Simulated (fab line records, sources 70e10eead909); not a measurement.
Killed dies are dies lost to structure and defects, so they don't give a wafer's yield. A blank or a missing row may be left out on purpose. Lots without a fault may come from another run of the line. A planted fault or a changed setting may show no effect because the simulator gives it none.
One fault seen from 2 desks | flow nand_harc | each desk has only its own numbers; what lay behind them comes last

THE TOOL OWNER'S DESK: lpcvd_poly-03
The tool's own readings at NHARC_A_CHANNEL_FILL_D1_CVD_05 (deposits poly-Si, target thk 5 nm): means of the sampled wafers that have a number, for each lot that ran on this tool. A lot is out of limits, marked OUT, if its mean lies more than 4 standard deviations from the usual mean; the brackets give that distance.
Columns: A = spike_tc_upper_C at NHARC_A_CHANNEL_FILL_D1_CVD_05, usual 549.5 C; B = zone_power_top_pct at NHARC_A_CHANNEL_FILL_D1_CVD_05, usual 17.5 %
lot  | first seen here | A     | B
L498 | day 10 23:55    | 547.9 | 16.6
L499 | day 10 23:55    | 548.6 | 16.6
L507 | day 14 13:49    | 549.2 | 16.5
L508 | day 14 13:49    | 548.3 | 16.6
L509 | day 15 02:13    | 547.6 | 16.8
L516 | day 18 19:22    | 548.9 | 16.7
L517 | day 18 19:22    | 549.8 | 16.7
L518 | day 19 07:21    | 549.3 | 16.5
This desk's finding: nothing out of limits on any of the 8 lots.

THE METROLOGY DESK
What the gauges read, lot by lot, whatever tool the lot ran on: means of the sampled wafers that have a number. A lot is out of limits, marked OUT, if its mean lies more than 4 standard deviations from the usual mean; the brackets give that distance.
Columns: A = cd_nm at NHARC_THIN_TSV_CD_MEAS_12, usual 1000.2 nm
lot  | first seen here | A
L497 | day 24 10:02    | 1000.1
L498 | day 24 11:05    | 1001.7
L499 | day 24 16:02    | 1001.0
L496 | day 24 23:15    | 999.2
L508 | day 27 20:57    | 999.8
L507 | day 28 03:09    | 1001.9
L509 | day 28 22:14    | 1002.2
L513 | day 30 07:13    | 999.3
L514 | day 30 23:59    | 1000.1
L516 | day 32 05:59    | 998.3
L517 | day 32 12:12    | 1000.3
L518 | day 32 15:48    | 1001.3
L519 | day 33 04:13    | 999.7
This desk's finding: nothing out of limits on any of the 13 lots.

PUT TOGETHER
The tool owner's desk saw nothing out of limits.
The metrology desk saw nothing out of limits.

WHAT THE SIMULATOR HAD PUT IN
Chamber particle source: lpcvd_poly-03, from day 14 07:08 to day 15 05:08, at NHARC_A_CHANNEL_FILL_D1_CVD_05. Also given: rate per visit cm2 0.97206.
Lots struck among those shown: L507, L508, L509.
